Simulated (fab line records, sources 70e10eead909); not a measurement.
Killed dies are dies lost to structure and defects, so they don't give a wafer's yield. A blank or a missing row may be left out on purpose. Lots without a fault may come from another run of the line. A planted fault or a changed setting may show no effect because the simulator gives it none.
Which tool did it? | flow nand_harc | 14 lots, 42 wafers sampled, at 3 steps of a route of 1159

WHAT THE GAUGES READ, wafer by wafer
NHARC_A_ONON_D1_THK_MEAS_30: measures by ellipsometry.
lot  | measured     | on            | thk_nm (nm)
L852 | day 8 08:15  | film_metro-02 | 977 978 978
L853 | day 8 08:35  | film_metro-01 | 985 983 985
L855 | day 8 22:38  | film_metro-02 | 1005 1006 1009
L856 | day 9 06:21  | film_metro-02 | 986 986 986
L858 | day 9 18:40  | film_metro-02 | 999 1000 1000
L859 | day 9 18:49  | film_metro-01 | 983 983 983
L860 | day 10 01:08 | film_metro-01 | 1119 1119 1121
L857 | day 10 01:16 | film_metro-01 | 997 996 996
L861 | day 10 01:29 | film_metro-01 | 1092 1091 1090
L864 | day 11 01:13 | film_metro-02 | 999 998 999
L871 | day 12 13:44 | film_metro-02 | 994 996 996
L872 | day 12 23:56 | film_metro-02 | 976 975 976
L873 | day 12 23:59 | film_metro-01 | 1016 1017 1016
L875 | day 13 20:31 | film_metro-02 | 1011 1011 1013

NHARC_A_ONON_D1_INSPECT_32.
lot  | measured     | on                | raw_defect_count
L852 | day 8 08:48  | defect_inspect-02 | 41 46 47
L853 | day 8 09:08  | defect_inspect-01 | 80 76 73
L855 | day 8 23:10  | defect_inspect-02 | 35 65 72
L856 | day 9 06:55  | defect_inspect-01 | 76 69 103
L858 | day 9 19:14  | defect_inspect-01 | 90 105 128
L859 | day 9 19:26  | defect_inspect-01 | 75 27 108
L860 | day 10 01:40 | defect_inspect-01 | 46 95 75
L857 | day 10 01:49 | defect_inspect-01 | 34 38 81
L861 | day 10 02:07 | defect_inspect-01 | 112 91 58
L864 | day 11 01:48 | defect_inspect-02 | 64 36 82
L871 | day 12 14:16 | defect_inspect-02 | 94 60 82
L872 | day 13 00:29 | defect_inspect-02 | 41 54 111
L873 | day 13 00:31 | defect_inspect-01 | 73 78 68
L875 | day 13 21:03 | defect_inspect-01 | 82 46 133

WHICH TOOL RAN EACH LOT (tool, then ch and the chambers of the sampled wafers, then the start)
lot  | NHARC_A_ONON_D1_DEP_28
L852 | pecvd_onon-03 ch 0, day 8 07:44
L853 | pecvd_onon-03 ch 0, day 8 08:05
L855 | pecvd_onon-04 ch 0, day 8 22:10
L856 | pecvd_onon-02 ch 0, day 9 05:53
L858 | pecvd_onon-02 ch 0, day 9 18:10
L859 | pecvd_onon-04 ch 0, day 9 18:18
L860 | pecvd_onon-02 ch 0, day 10 00:41
L857 | pecvd_onon-03 ch 0, day 10 00:46
L861 | pecvd_onon-02 ch 0, day 10 00:59
L864 | pecvd_onon-03 ch 0, day 11 00:42
L871 | pecvd_onon-03 ch 0, day 12 13:13
L872 | pecvd_onon-02 ch 0, day 12 23:26
L873 | pecvd_onon-04 ch 0, day 12 23:32
L875 | pecvd_onon-04 ch 0, day 13 20:04
- NHARC_A_ONON_D1_DEP_28: target thk 1000 nm.

WHAT THE TOOLS THEMSELVES READ (means of the sampled wafers that have a number; where no wafer has one, the mark that the record gives instead)
The record holds no such reading with a usual standard deviation.

THE ANSWER, worked out from the rows above alone
Rule: what is usual is taken from the lots themselves. Put in order of their means at a reading, lots are off if they are a third of the lots or fewer, leave a main group of 4 or more, and stand apart from it by a gap of 3 or more times the standard deviation of the main group's means; of several such gaps the widest counts. A main group whose means are all the same, to the digits that the tables above print for the reading, isn't used. A lot without any number at a reading at which 4 lots or more have one is off too. The other lots that the step has rows for count as sound. The gauges are gone through in route order, then the tools' own readings, and for those a lot's mean is taken as printed above. The first step at which some lot is off is used, and at that step the reading that is off furthest; a lot without a number counts as furthest.
Off: L860, L861, at NHARC_A_ONON_D1_THK_MEAS_30 (thk_nm). The main group: mean 994 nm, standard deviation 13.
A tool fits if, at a process step before that reading, it ran every lot that is off, and no sound lot after the first of them. The gauges at NHARC_A_ONON_D1_THK_MEAS_30 are tried like those tools. None of those tried fits.

WHAT THE SIMULATOR HAD PUT IN
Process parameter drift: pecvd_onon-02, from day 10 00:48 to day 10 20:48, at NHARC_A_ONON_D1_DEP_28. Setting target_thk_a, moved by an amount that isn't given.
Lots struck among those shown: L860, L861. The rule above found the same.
